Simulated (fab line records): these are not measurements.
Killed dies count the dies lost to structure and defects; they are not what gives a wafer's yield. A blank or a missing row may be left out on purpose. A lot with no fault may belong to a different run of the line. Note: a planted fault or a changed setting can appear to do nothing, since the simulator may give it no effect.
Which tool is to blame? / flow n5 finfet / 14 lots with 40 wafers sampled at 4 steps, on a route of 1938 steps

== WHAT EACH GAUGE READ, for each wafer ==
The record lacks any reading of a measuring or inspecting step that a usual standard deviation could be used to judge.

== WHICH TOOL RAN EACH LOT (tool, then ch and the chambers of the sampled wafers, then the start) ==
lot=L398; N5_PMOS_HMC_CHANNEL_EPI_PRECLEAN_36=wet bench-01 ch 0,2,3, day 1 18:38; N5_BEOL_M15_SPUTTER_44=pvd sputter-01, day 11 00:09; N5_BEOL_M15_ANNEAL_48=rtp anneal-02 ch 0, day 11 00:49; N5_PASSIVATION_PROBE_49=-
lot=L400; N5_PMOS_HMC_CHANNEL_EPI_PRECLEAN_36=wet bench-01 ch 1,4,6, day 2 06:19; N5_BEOL_M15_SPUTTER_44=pvd sputter-03, day 12 05:07; N5_BEOL_M15_ANNEAL_48=rtp anneal-02 ch 0, day 12 05:40; N5_PASSIVATION_PROBE_49=-
lot=L401; N5_PMOS_HMC_CHANNEL_EPI_PRECLEAN_36=wet bench-03 ch 0,5,6, day 2 11:42; N5_BEOL_M15_SPUTTER_44=pvd sputter-03, day 11 15:06; N5_BEOL_M15_ANNEAL_48=rtp anneal-01 ch 0, day 11 15:32; N5_PASSIVATION_PROBE_49=-
lot=L402; N5_PMOS_HMC_CHANNEL_EPI_PRECLEAN_36=wet bench-03 ch 0,2,4, day 2 17:46; N5_BEOL_M15_SPUTTER_44=pvd sputter-03, day 12 02:46; N5_BEOL_M15_ANNEAL_48=rtp anneal-01 ch 0, day 12 03:12; N5_PASSIVATION_PROBE_49=-
lot=L403; N5_PMOS_HMC_CHANNEL_EPI_PRECLEAN_36=wet bench-02 ch 1,3, day 2 23:43; N5_BEOL_M15_SPUTTER_44=pvd sputter-01, day 12 15:33; N5_BEOL_M15_ANNEAL_48=rtp anneal-01 ch 0, day 12 16:07; N5_PASSIVATION_PROBE_49=-
lot=L404; N5_PMOS_HMC_CHANNEL_EPI_PRECLEAN_36=wet bench-03 ch 5,6,7, day 3 05:57; N5_BEOL_M15_SPUTTER_44=pvd sputter-02, day 12 12:32; N5_BEOL_M15_ANNEAL_48=rtp anneal-01 ch 0, day 12 13:04; N5_PASSIVATION_PROBE_49=-
lot=L405; N5_PMOS_HMC_CHANNEL_EPI_PRECLEAN_36=wet bench-02 ch 2,4,7, day 3 12:05; N5_BEOL_M15_SPUTTER_44=pvd sputter-01, day 13 11:21; N5_BEOL_M15_ANNEAL_48=rtp anneal-01 ch 0, day 13 12:10; N5_PASSIVATION_PROBE_49=-
lot=L408; N5_PMOS_HMC_CHANNEL_EPI_PRECLEAN_36=wet bench-02 ch 0,1,5, day 4 06:16; N5_BEOL_M15_SPUTTER_44=pvd sputter-02, day 13 16:43; N5_BEOL_M15_ANNEAL_48=rtp anneal-01 ch 0, day 13 17:22; N5_PASSIVATION_PROBE_49=-
lot=L409; N5_PMOS_HMC_CHANNEL_EPI_PRECLEAN_36=wet bench-03 ch 0,5, day 4 11:43; N5_BEOL_M15_SPUTTER_44=pvd sputter-01, day 14 03:54; N5_BEOL_M15_ANNEAL_48=rtp anneal-02 ch 0, day 14 04:34; N5_PASSIVATION_PROBE_49=-
lot=L411; N5_PMOS_HMC_CHANNEL_EPI_PRECLEAN_36=wet bench-01 ch 1,4,5, day 5 00:38; N5_BEOL_M15_SPUTTER_44=pvd sputter-02, day 14 15:22; N5_BEOL_M15_ANNEAL_48=rtp anneal-02 ch 0, day 14 15:48; N5_PASSIVATION_PROBE_49=-
lot=L413; N5_PMOS_HMC_CHANNEL_EPI_PRECLEAN_36=wet bench-02 ch 2,3,6, day 5 13:11; N5_BEOL_M15_SPUTTER_44=pvd sputter-02, day 14 14:46; N5_BEOL_M15_ANNEAL_48=rtp anneal-02 ch 0, day 14 15:14; N5_PASSIVATION_PROBE_49=prober-02, day 15 09:37
lot=L416; N5_PMOS_HMC_CHANNEL_EPI_PRECLEAN_36=wet bench-02 ch 3,4,7, day 6 08:14; N5_BEOL_M15_SPUTTER_44=pvd sputter-01, day 16 02:52; N5_BEOL_M15_ANNEAL_48=rtp anneal-02 ch 0, day 16 03:36; N5_PASSIVATION_PROBE_49=prober-01, day 16 23:09
lot=L420; N5_PMOS_HMC_CHANNEL_EPI_PRECLEAN_36=wet bench-03 ch 1,3,6, day 7 06:33; N5_BEOL_M15_SPUTTER_44=pvd sputter-03, day 17 02:34; N5_BEOL_M15_ANNEAL_48=rtp anneal-01 ch 0, day 17 03:14; N5_PASSIVATION_PROBE_49=-
lot=L421; N5_PMOS_HMC_CHANNEL_EPI_PRECLEAN_36=wet bench-01 ch 1,2,5, day 7 12:09; N5_BEOL_M15_SPUTTER_44=pvd sputter-02, day 17 05:43; N5_BEOL_M15_ANNEAL_48=rtp anneal-02 ch 0, day 17 06:09; N5_PASSIVATION_PROBE_49=-
- N5_PMOS_HMC_CHANNEL_EPI_PRECLEAN_36: cleans in O3/DIW, time 45 s.
- N5_BEOL_M15_SPUTTER_44: material Ta, target thk 15 nm, time 24.19 s.
- N5_BEOL_M15_ANNEAL_48: time 90 s.
- N5_PASSIVATION_PROBE_49

== WHAT THE TOOLS THEMSELVES READ (means of the sampled wafers that have a number; where no wafer has one, the mark that the record gives instead) ==
N5_BEOL_M15_SPUTTER_44.
lot=L398; tool=pvd sputter-01; susceptor temp C (C)=49.87; throttle valve pct (%)=30.0
lot=L400; tool=pvd sputter-03; susceptor temp C (C)=49.94; throttle valve pct (%)=29.0
lot=L401; tool=pvd sputter-03; susceptor temp C (C)=49.99; throttle valve pct (%)=29.8
lot=L402; tool=pvd sputter-03; susceptor temp C (C)=49.97; throttle valve pct (%)=29.5
lot=L403; tool=pvd sputter-01; susceptor temp C (C)=49.97; throttle valve pct (%)=30.2
lot=L404; tool=pvd sputter-02; susceptor temp C (C)=49.99; throttle valve pct (%)=29.9
lot=L405; tool=pvd sputter-01; susceptor temp C (C)=49.98; throttle valve pct (%)=30.6
lot=L408; tool=pvd sputter-02; susceptor temp C (C)=50.08; throttle valve pct (%)=31.1
lot=L409; tool=pvd sputter-01; susceptor temp C (C)=50.05; throttle valve pct (%)=30.1
lot=L411; tool=pvd sputter-02; susceptor temp C (C)=50.03; throttle valve pct (%)=30.3
lot=L413; tool=pvd sputter-02; susceptor temp C (C)=50.12; throttle valve pct (%)=30.3
lot=L416; tool=pvd sputter-01; susceptor temp C (C)=49.98; throttle valve pct (%)=29.8
lot=L420; tool=pvd sputter-03; susceptor temp C (C)=49.97; throttle valve pct (%)=29.5
lot=L421; tool=pvd sputter-02; susceptor temp C (C)=49.95; throttle valve pct (%)=31.0

N5_BEOL_M15_ANNEAL_48.
lot=L398; tool=rtp anneal-02; anneal temp c (C)=225.09; wafer_temp_C_max=226.3
lot=L400; tool=rtp anneal-02; anneal temp c (C)=224.86; wafer_temp_C_max=226.3
lot=L401; tool=rtp anneal-01; anneal temp c (C)=225.22; wafer_temp_C_max=225.5
lot=L402; tool=rtp anneal-01; anneal temp c (C)=224.87; wafer_temp_C_max=225.7
lot=L403; tool=rtp anneal-01; anneal temp c (C)=225.07; wafer_temp_C_max=225.8
lot=L404; tool=rtp anneal-01; anneal temp c (C)=224.76; wafer_temp_C_max=225.5
lot=L405; tool=rtp anneal-01; anneal temp c (C)=224.99; wafer_temp_C_max=225.7
lot=L408; tool=rtp anneal-01; anneal temp c (C)=224.91; wafer_temp_C_max=225.7
lot=L409; tool=rtp anneal-02; anneal temp c (C)=224.89; wafer_temp_C_max=226.3
lot=L411; tool=rtp anneal-02; anneal temp c (C)=224.85; wafer_temp_C_max=226.3
lot=L413; tool=rtp anneal-02; anneal temp c (C)=225.06; wafer_temp_C_max=226.3
lot=L416; tool=rtp anneal-02; anneal temp c (C)=225.22; wafer_temp_C_max=226.1
lot=L420; tool=rtp anneal-01; anneal temp c (C)=224.97; wafer_temp_C_max=225.9
lot=L421; tool=rtp anneal-02; anneal temp c (C)=225.17; wafer_temp_C_max=226.2

N5_PASSIVATION_PROBE_49.
lot=L413; tool=prober-02; killed_at_M0_to_M3=26; killed_at_M4_up=9; killed at contacts=10; killed at front end=152; killed at other=6; killed dies=204; killed open=46; killed short=32
lot=L416; tool=prober-01; killed_at_M0_to_M3=22; killed_at_M4_up=13; killed at contacts=14; killed at front end=160; killed at other=1; killed dies=211; killed open=56; killed short=30

== THE ANSWER, worked out from the rows above alone ==
Rule: the usual values come from the lots themselves. The widest of any qualifying gaps counts: lots, ordered by their means at a reading, are off when they make up no more than a third of the lots, leave a main group of 4 or more, and stand apart from it by 3 or more times the standard deviation of that group's means. A main group whose means are all the same, to the digits that the tables above print for the reading, isn't used. Also off: a lot with no number at a reading for which 4 or more lots have one. Any other lot the step has rows for is counted as sound. The gauges are gone through in route order, then the tools' own readings, and for those a lot's mean is taken as printed above. The first step at which some lot is off is used, and at that step the reading that is off furthest; a lot without a number counts as furthest.
Nothing can be told from this: no lot is off at any reading shown.

== WHAT THE SIMULATOR PUT IN ==
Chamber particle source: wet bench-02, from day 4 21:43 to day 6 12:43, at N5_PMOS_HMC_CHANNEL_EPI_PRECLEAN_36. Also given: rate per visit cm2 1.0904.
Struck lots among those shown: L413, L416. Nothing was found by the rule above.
